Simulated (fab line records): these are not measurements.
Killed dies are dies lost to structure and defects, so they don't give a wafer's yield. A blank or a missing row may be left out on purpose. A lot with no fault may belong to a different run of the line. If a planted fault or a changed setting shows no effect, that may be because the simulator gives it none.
Which tool is to blame? / flow n5_finfet / Sampling: 12 lots, 33 wafers, 2 of 1938 route steps

== WHAT EACH GAUGE READ, for each wafer ==
N5_MIM_TOP_LITHO_OVL_MEAS_11. Usual: MIM_TOP_OVL -8 nm, standard deviation 5.7.
lot=L609; measured=day 13 05:01; on=overlay-02; MIM_TOP_OVL (nm)=1 -10 -4; flag=
lot=L613; measured=day 13 15:36; on=overlay-01; MIM_TOP_OVL (nm)=-5 -16 -10; flag=
lot=L617; measured=day 14 05:19; on=overlay-02; MIM_TOP_OVL (nm)=-2 -8; flag=
lot=L615; measured=day 14 07:15; on=overlay-02; MIM_TOP_OVL (nm)=-22 -20 -16; flag=
lot=L616; measured=day 14 14:54; on=overlay-01; MIM_TOP_OVL (nm)=-4 3; flag=
lot=L619; measured=day 15 20:25; on=overlay-01; MIM_TOP_OVL (nm)=-6 -6 -1; flag=
lot=L624; measured=day 15 20:50; on=overlay-02; MIM_TOP_OVL (nm)=-2 -3 -4; flag=
lot=L622; measured=day 16 03:38; on=overlay-01; MIM_TOP_OVL (nm)=-7 -11 -12; flag=
lot=L623; measured=day 16 08:13; on=overlay-01; MIM_TOP_OVL (nm)=-4 -9 -8; flag=
lot=L630; measured=day 17 22:16; on=overlay-01; MIM_TOP_OVL (nm)=-10 -2 -2; flag=
lot=L632; measured=day 17 22:50; on=overlay-02; MIM_TOP_OVL (nm)=-9 -14 -11; flag=
lot=L631; measured=day 18 03:36; on=overlay-01; MIM_TOP_OVL (nm)=-5 -11; flag=

== WHICH TOOL RAN EACH LOT (tool, then ch and the chambers of the sampled wafers, then the start) ==
lot=L609; N5_MIM_TOP_DEGAS_04=pvd_sputter-01, day 13 04:33
lot=L613; N5_MIM_TOP_DEGAS_04=pvd_sputter-03, day 13 15:08
lot=L617; N5_MIM_TOP_DEGAS_04=pvd_sputter-03, day 14 04:51
lot=L615; N5_MIM_TOP_DEGAS_04=pvd_sputter-02, day 14 06:40
lot=L616; N5_MIM_TOP_DEGAS_04=pvd_sputter-03, day 14 14:20
lot=L619; N5_MIM_TOP_DEGAS_04=pvd_sputter-02, day 15 19:57
lot=L624; N5_MIM_TOP_DEGAS_04=pvd_sputter-03, day 15 20:14
lot=L622; N5_MIM_TOP_DEGAS_04=pvd_sputter-01, day 16 03:10
lot=L623; N5_MIM_TOP_DEGAS_04=pvd_sputter-01, day 16 07:45
lot=L630; N5_MIM_TOP_DEGAS_04=pvd_sputter-03, day 17 21:41
lot=L632; N5_MIM_TOP_DEGAS_04=pvd_sputter-02, day 17 22:22
lot=L631; N5_MIM_TOP_DEGAS_04=pvd_sputter-02, day 18 03:01
- N5_MIM_TOP_DEGAS_04: time 60 s.

== WHAT THE TOOLS THEMSELVES READ (means of the sampled wafers that have a number; where no wafer has one, the mark that the record gives instead) ==
N5_MIM_TOP_DEGAS_04. Usual: heater_power_w 444 W, standard deviation 31.
lot=L609; tool=pvd_sputter-01; heater_power_w (W)=465; flag=
lot=L613; tool=pvd_sputter-03; heater_power_w (W)=453; flag=
lot=L617; tool=pvd_sputter-03; heater_power_w (W)=458; flag=
lot=L615; tool=pvd_sputter-02; heater_power_w (W)=438; flag=
lot=L616; tool=pvd_sputter-03; heater_power_w (W)=454; flag=
lot=L619; tool=pvd_sputter-02; heater_power_w (W)=414; flag=
lot=L624; tool=pvd_sputter-03; heater_power_w (W)=456; flag=
lot=L622; tool=pvd_sputter-01; heater_power_w (W)=455; flag=
lot=L623; tool=pvd_sputter-01; heater_power_w (W)=464; flag=
lot=L630; tool=pvd_sputter-03; heater_power_w (W)=439; flag=
lot=L632; tool=pvd_sputter-02; heater_power_w (W)=413; flag=
lot=L631; tool=pvd_sputter-02; heater_power_w (W)=496; flag=

== THE ANSWER, worked out from the rows above alone ==
Rule: a lot is off if the mean of its wafers that have a number lies more than 3 standard deviations from the usual mean. Also off: a lot with no number at a reading for which 4 or more lots have one. All remaining lots with rows at the step are treated as sound. The gauges are gone through in route order, then the tools' own readings, and for those a lot's mean is taken as printed above. At the first step where some lot is off, the reading lying furthest off is the one used; lots without a number count as furthest.
None of the lots is off at any reading shown; this tells nothing.

== WHAT THE SIMULATOR HAD INSERTED ==
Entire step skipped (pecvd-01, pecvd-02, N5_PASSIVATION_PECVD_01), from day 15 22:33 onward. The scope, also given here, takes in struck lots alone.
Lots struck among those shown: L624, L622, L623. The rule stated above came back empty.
